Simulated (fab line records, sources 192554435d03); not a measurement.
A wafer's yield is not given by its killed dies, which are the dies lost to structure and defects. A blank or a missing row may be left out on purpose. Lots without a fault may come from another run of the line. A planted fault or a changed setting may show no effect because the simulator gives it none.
Split-lot experiment	flow n5Finfet	route with 1938 steps; 7 lots, 39 wafers read

## THE SPLIT
At N5_SPACER0_ALD_08 (deposits SiNx, target thk 2 nm), the setting targetThkA was moved away from the recipe's 20 angstrom on 15 of the 39 wafers read, by -4.3% to +15.9%. All remaining wafers had this setting at the recipe value.

## FROM THE SPLIT TO THE READING: what the file shows between them, 3 steps
- N5_SD_EPI_N_COAT_32: time 60 s, resist thk 350 nm
- N5_SD_EPI_N_STRIP_18: strips in SPM, time 750 s
- N5_SD_EPI_N_SRD_20: time 30 s

## THE READING
SiNx_of_SPACER0_ALD_08.thkNm (the simulator's own value, which no gauge read), in nm, at N5_SD_EPI_N_PRECLEAN_48 (cleans in NF3:NH3, afs cycles 2, time 20 s, sublimation time 60 s). There is no usual value for it anywhere in the file. Across the 24 wafers here that went through the recipe, the average is 1.3 nm and the standard deviation 0.094 nm.

wafer	tool, chamber at the split	targetThkA as run, angstrom	against the recipe	SiNx_of_SPACER0_ALD_08.thkNm, nm	against lot-mates on the recipe
L084.1	aldSin-02, 0,3,1	22.46	+12.3%	1.6	+0.2
L084.3	aldSin-02, 0,3,1	22.46	+12.3%	1.6	+0.2
L084.4	aldSin-02, 0,3,1	22.46	+12.3%	1.6	+0.2
L084.2	aldSin-02, 2,1,2	20	recipe	1.4	-
L084.5	aldSin-02, 2,1,2	20	recipe	1.4	-
L084.6	aldSin-02, 2,1,2	20	recipe	1.4	-
L085.1	aldSin-04, 2,1,2	22.46	+12.3%	1.6	+0.4
L085.2	aldSin-04, 2,1,2	22.46	+12.3%	1.6	+0.4
L085.5	aldSin-04, 2,1,2	22.46	+12.3%	1.6	+0.4
L085.3	aldSin-04, 3,0,3	20	recipe	1.2	-
L085.4	aldSin-04, 3,0,3	20	recipe	1.2	-
L085.6	aldSin-04, 3,0,3	20	recipe	1.2	-
L086.1	aldSin-01, 0,3,2	23.18	+15.9%	1.6	+0.3
L086.3	aldSin-01, 0,3,2	23.18	+15.9%	1.6	+0.3
L086.4	aldSin-01, 0,3,2	23.18	+15.9%	1.6	+0.3
L086.2	aldSin-01, 1,0,3	20	recipe	1.2	-
L086.6	aldSin-01, 1,0,3	20	recipe	1.2	-
L086.5	aldSin-01, 1,0,3	20	recipe	1.4	-
L087.1	aldSin-02, 0,3,2,1,1,2	20	recipe	1.2	-
L087.4	aldSin-02, 0,3,2,1,1,2	20	recipe	1.2	-
L087.2	aldSin-02, 0,3,2,1,1,2	20	recipe	1.4	-
L087.3	aldSin-02, 0,3,2,1,1,2	20	recipe	1.4	-
L087.5	aldSin-02, 0,3,2,1,1,2	20	recipe	1.4	-
L087.6	aldSin-02, 0,3,2,1,1,2	20	recipe	1.4	-
L090.1	aldSin-02, 3,2,0	22.43	+12.1%	1.6	+0.4
L090.2	aldSin-02, 3,2,0	22.43	+12.1%	1.6	+0.4
L090.5	aldSin-02, 3,2,0	22.43	+12.1%	1.6	+0.4
L090.3	aldSin-02, 0,1,1	20	recipe	1.2	-
L090.4	aldSin-02, 0,1,1	20	recipe	1.2	-
L090.6	aldSin-02, 0,1,1	20	recipe	1.2	-
L092.2	aldSin-01, 1,2,3	20	recipe	1.2	-
L092.4	aldSin-01, 1,2,3	20	recipe	1.2	-
L092.6	aldSin-01, 1,2,3	20	recipe	1.2	-
L097.1	aldSin-04, 3,2,2	20	recipe	1.2	-
L097.2	aldSin-04, 3,2,2	20	recipe	1.2	-
L097.5	aldSin-04, 3,2,2	20	recipe	1.2	-
L097.3	aldSin-04, 0,1,3	19.15	-4.3%	1.2	+0.0
L097.4	aldSin-04, 0,1,3	19.15	-4.3%	1.2	+0.0
L097.6	aldSin-04, 0,1,3	19.15	-4.3%	1.2	+0.0
Rows listing several chambers each stand for several wafers; the file does not say which wafer went through which chamber.

FIT RESULTS
A straight line over all 39 wafers: SiNx_of_SPACER0_ALD_08.thkNm changes by +0.0243 nm for each +1% of targetThkA; r = +0.90; the points scatter about the line by 0.08 nm.
The same after taking each lot's own level away (the mean of its wafers on the recipe; 39 wafers): +0.0233 nm for each +1%; r = +0.90; scatter 0.075 nm.
That fit puts the effect of the largest move of targetThkA on the reading at 0.37 nm.
Across the lots, their own levels run from 1.20 to 1.40 nm, a range of 2.1 times the standard deviation given above.
The two slopes are in agreement: the lot-to-lot level therefore moves the slope only a little.
Check: with one of the wafers moved furthest among these (+15.9%) left out of the fit, the line predicts +0.393 nm for it against its lot-mates. It came out at +0.333 nm against them.

## THE OTHER SPLITS THESE WAFERS WENT THROUGH
Other splits were also applied to these wafers ahead of the reading. Each is held against what the fit with the lots' levels taken away leaves over:
other split on the same wafers	wafers away from the commonest value	r with SiNx_of_SPACER0_ALD_08.thkNm (lot level and that fit taken away)
N5_FIN_SAQP_HM_DEP_72 targetThkA	18	+0.30
N5_FIN_SAQP_ETCH_64 biasW	15	-0.21
N5_STI_FIN_REVEAL_ETCHBACK_08 targetDepthA	15	+0.10

## THE WHOLE CHAIN: every reading that the file lists as answering this split, in the file's order
step	what it does	reading	change (the file's fit)	r (the file's)
N5_SPACER0_ALD_08	deposits SiNx, target thk 2 nm	SiNx_of_SPACER0_ALD_08.thkNm (the simulator's own value, which no gauge read)	+0.019 nm for each +1% of the setting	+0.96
N5_SD_EPI_N_PRECLEAN_48	cleans in NF3:NH3, afs cycles 2, time 20 s, sublimation time 60 s	SiNx_of_SPACER0_ALD_08.thkNm (the simulator's own value, which no gauge read)	+0.0243 nm for each +1% of the setting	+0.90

## THE FILE'S OWN FIT
SiNx_of_SPACER0_ALD_08.thkNm changes by +0.0243 nm for each +1% of targetThkA, r = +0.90.
